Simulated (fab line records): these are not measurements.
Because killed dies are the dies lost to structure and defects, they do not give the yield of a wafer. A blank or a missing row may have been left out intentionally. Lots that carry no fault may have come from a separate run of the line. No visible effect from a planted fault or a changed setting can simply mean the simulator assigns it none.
The tool behind it: which one? :: flow nand-harc :: route of 1302 steps, sampled at 1 step: 6 lots, 18 wafers

## WHAT THE GAUGES READ, wafer by wafer
NHARC_A_SLIT_CD_MEAS_09 targets a cd of 300 nm.
lot: L817
measured: day 20 12:15
on: cd-sem-02
cd-nm (nm): 299.8 299.8 300.3

lot: L819
measured: day 21 10:10
on: cd-sem-03
cd-nm (nm): 298.1 299.7 298.5

lot: L826
measured: day 24 03:41
on: cd-sem-03
cd-nm (nm): 300.9 299.6 300.5

lot: L825
measured: day 24 05:29
on: cd-sem-03
cd-nm (nm): 298.6 299.6 299.2

lot: L837
measured: day 28 05:44
on: cd-sem-03
cd-nm (nm): 299.1 299.8 299.4

lot: L836
measured: day 28 16:57
on: cd-sem-02
cd-nm (nm): 300.0 300.0 299.9

## EACH LOT AND THE TOOL THAT RAN IT (in order: tool; ch and the chambers of the sampled wafers; start)
The record shows no process step preceding these readings.

## THE ANSWER, worked out from the rows above alone
Rule: usual is defined by the lots themselves. The widest of any qualifying gaps counts: lots, ordered by their means at a reading, are off when they make up no more than a third of the lots, leave a main group of 4 or more, and stand apart from it by 3 or more times the standard deviation of that group's means. Not used: any main group whose means are identical at the precision the tables above print for the reading. Also off: a lot with no number at a reading for which 4 or more lots have one. Any other lot the step has rows for is counted as sound.
None of the lots is off at any reading shown; this tells nothing.

## WHAT HAD BEEN PUT IN BY THE SIMULATOR
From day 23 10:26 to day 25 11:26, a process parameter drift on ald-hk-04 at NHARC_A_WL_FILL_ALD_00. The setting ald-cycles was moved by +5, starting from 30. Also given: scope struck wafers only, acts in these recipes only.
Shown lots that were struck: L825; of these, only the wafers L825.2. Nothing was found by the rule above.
